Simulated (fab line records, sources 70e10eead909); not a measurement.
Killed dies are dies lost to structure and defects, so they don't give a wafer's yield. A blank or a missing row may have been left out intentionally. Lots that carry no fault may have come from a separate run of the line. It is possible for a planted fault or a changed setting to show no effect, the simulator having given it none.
A struck lot beside a sound one :: flow nand harc :: 20 out of 1302 route steps
Sound: the wafers L139.1, L139.2, L139.3. Wafers L141.2, L141.4, L141.6 were the ones struck. The cause is named last.
Per side, at each step with rows, come the tool, then ch with its chambers, and then its first start. Under that, the readings that differ: sound wafers :: struck wafers :: difference of the means :: sigmas: that difference in standard deviations of wafers without a fault.
alike: readings with means less than 2 such deviations apart, plus words and numbers identical on both sides. not compared: withheld readings, readings lacking a value on some wafer, bounds such as >300 that could conceal the same value, and numbers that have no deviation in the record and whose values overlap.
The two part at a step that has a row with sigmas, a row that says differs or no value, or rows on one side only. Numbers that have no deviation but don't overlap get no sigmas and don't part them. Lack of a reading on every wafer of one side parts them only where that side has two or more wafers.

NHARC_P_ZERO_WELL_CD_MEAS_37: target cd 720 nm.
  sound on cd sem-03 ch 0, day 2 20:09; struck on cd sem-02 ch 0, day 3 16:09
  alike: cd nm
then, 1 step without rows for these wafers: NHARC_P_ZERO_WELL_HARDBAKE_38 (time 80 s).
NHARC_P_ZERO_WELL_DESCUM_39: chemistry O2, time 3 s.
  sound on rie diel-11 ch 0,2,3, day 2 20:19; struck on rie diel-04 ch 0,1, day 3 16:18
  alike: drypump motor current A, oes product au, rf vpp V, showerhead plenum p Torr, throttle valve pct
  not compared: rf hours counter h
then, 9 steps without rows for these wafers: NHARC_P_ZERO_WELL_IMPLANT_40; NHARC_P_ZERO_WELL_IMPLANT_59; NHARC_P_ZERO_WELL_IMPLANT_60; NHARC_P_ZERO_WELL_STRIP_41 (strips in SPM, time 840 s); NHARC_P_ZERO_WELL_DEHYDRATE_44 (time 120 s); NHARC_P_ZERO_WELL_HMDS_45 (time 30 s); NHARC_P_ZERO_WELL_COAT_46; NHARC_P_ZERO_WELL_SOFTBAKE_47 (time 95 s); NHARC_P_ZERO_WELL_EBR_48.
NHARC_P_ZERO_WELL_EXPOSE_49: exposes mask P HVPW, target cd 2000 nm.
  sound on krf scanner-03 ch 0, day 2 21:30; struck on krf scanner-01 ch 0, day 3 17:31
reading: mask
sound: P_HVPW#0 P_HVPW#0 P_HVPW#0
struck: P_HVPW_R1#0 P_HVPW_R1#0 P_HVPW_R1#0
difference: differs
sigmas: 
then, 2 steps without rows for these wafers: NHARC_P_ZERO_WELL_PEB_50 (peb time 85 s); NHARC_P_ZERO_WELL_DEVELOP_51 (time 70 s).
NHARC_P_ZERO_WELL_CD_MEAS_52: target cd 2000 nm.
  sound on cd sem-01 ch 0, day 2 21:40; struck on cd sem-02 ch 0, day 3 17:40
reading: cd nm (nm)
sound: 1999.2 2000.9 2001.0
struck: 1850.6 1849.1 1849.4
difference: -150.7
sigmas: -99 or more
then, 1 step without rows for these wafers: NHARC_P_ZERO_WELL_HARDBAKE_53 (time 80 s).
NHARC_P_ZERO_WELL_DESCUM_54: chemistry O2, time 3 s.
  sound on rie diel-11 ch 0,1,2, day 2 21:49; struck on rie diel-11 ch 0,1,2, day 3 17:50
reading: model.P_ZERO_WELL.cd nm (nm)
sound: 2000 2001 2001
struck: 1850 1849 1850
difference: -151
sigmas: 
  alike: drypump motor current A, oes product au, rf vpp V, showerhead plenum p Torr, throttle valve pct
  not compared: rf hours counter h
after that, 1 step had no rows for these wafers: NHARC_P_ZERO_WELL_IMPLANT_55.
-- break in the record here, with 22 days between the starts of the struck wafers on either side (left off in module P_ZERO_WELL, picked up again in module END, where the first step shown is number 1302 on the route) --
NHARC_END_SORT_01:
  at this point the record logs the struck wafers (prober-01 ch 0, day 25 18:56) and has no rows for the sound ones

## WHERE THEY PART
Earliest at NHARC_P_ZERO_WELL_EXPOSE_49; latest, in this record, at NHARC_END_SORT_01.

WHY: whatever the simulator had introduced
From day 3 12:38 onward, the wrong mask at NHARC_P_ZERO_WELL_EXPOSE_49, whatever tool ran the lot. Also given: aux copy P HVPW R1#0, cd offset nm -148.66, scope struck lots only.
